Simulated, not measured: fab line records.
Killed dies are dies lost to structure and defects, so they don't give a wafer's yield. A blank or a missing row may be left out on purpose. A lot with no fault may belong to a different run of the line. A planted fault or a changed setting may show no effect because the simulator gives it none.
Chamber matching :: flow n5-finfet :: rie-diel-05 running N5_BEOL_M0_STRIP_104: 4 sister chambers
The step strips in N2/H2. 8 wafers are shown with their chamber, then 10 later ones without.

WAFERS, EACH WITH ITS CHAMBER
wafer: L082.5
chamber: 2
throttle-valve-pct (%): 23.3
drypump-motor-current-A (A): 5.5

wafer: L086.2
chamber: 1
throttle-valve-pct (%): 24.0
drypump-motor-current-A (A): 5.2

wafer: L088.1
chamber: 3
throttle-valve-pct (%): 23.7
drypump-motor-current-A (A): 4.8

wafer: L088.4
chamber: 1
throttle-valve-pct (%): 24.0
drypump-motor-current-A (A): 5.2

wafer: L091.4
chamber: 3
throttle-valve-pct (%): 23.7
drypump-motor-current-A (A): 4.8

wafer: L091.6
chamber: 0
throttle-valve-pct (%): 23.4
drypump-motor-current-A (A): 5.9

wafer: L092.2
chamber: 2
throttle-valve-pct (%): 23.4
drypump-motor-current-A (A): 5.6

wafer: L092.3
chamber: 0
throttle-valve-pct (%): 23.4
drypump-motor-current-A (A): 5.9

WAFERS WITH NO CHAMBER GIVEN
wafer: L092.5
throttle-valve-pct (%): 23.4
drypump-motor-current-A (A): 5.9

wafer: L093.1
throttle-valve-pct (%): 23.4
drypump-motor-current-A (A): 5.5

wafer: L093.4
throttle-valve-pct (%): 23.4
drypump-motor-current-A (A): 5.9

wafer: L093.6
throttle-valve-pct (%): 24.1
drypump-motor-current-A (A): 5.2

wafer: L094.1
throttle-valve-pct (%): 23.7
drypump-motor-current-A (A): 4.9

wafer: L094.3
throttle-valve-pct (%): 23.4
drypump-motor-current-A (A): 5.9

wafer: L094.4
throttle-valve-pct (%): 24.1
drypump-motor-current-A (A): 5.2

wafer: L096.3
throttle-valve-pct (%): 23.4
drypump-motor-current-A (A): 5.9

wafer: L096.4
throttle-valve-pct (%): 23.7
drypump-motor-current-A (A): 4.8

wafer: L096.5
throttle-valve-pct (%): 23.7
drypump-motor-current-A (A): 4.9

WHICH CHAMBER EACH ONE RAN IN
wafer: L092.5
from the rows above: 0
in truth: 0

wafer: L093.1
from the rows above: 2
in truth: 2

wafer: L093.4
from the rows above: 0
in truth: 0

wafer: L093.6
from the rows above: 1
in truth: 1

wafer: L094.1
from the rows above: 3
in truth: 3

wafer: L094.3
from the rows above: 0
in truth: 0

wafer: L094.4
from the rows above: 1
in truth: 1

wafer: L096.3
from the rows above: 0
in truth: 0

wafer: L096.4
from the rows above: 3
in truth: 3

wafer: L096.5
from the rows above: 3
in truth: 3
10 of 10 placed correctly. Number that these rows cannot place: 0. Wrongly placed: 0.
How it was worked out, from the rows above alone: a wafer's distance from a chamber is the root of the sum, over the readings, of the square of ((its reading less the chamber's mean) divided by the reading's scatter). If the next closest chamber is less than 2 further off than the closest, the wafer can't be placed; otherwise it belongs to the closest. A chamber's mean is the mean of its shown wafers. The scatter: take each reading less its chamber's mean, square it, sum over the shown wafers, divide by the number of wafers less the number of chambers, and take the root.
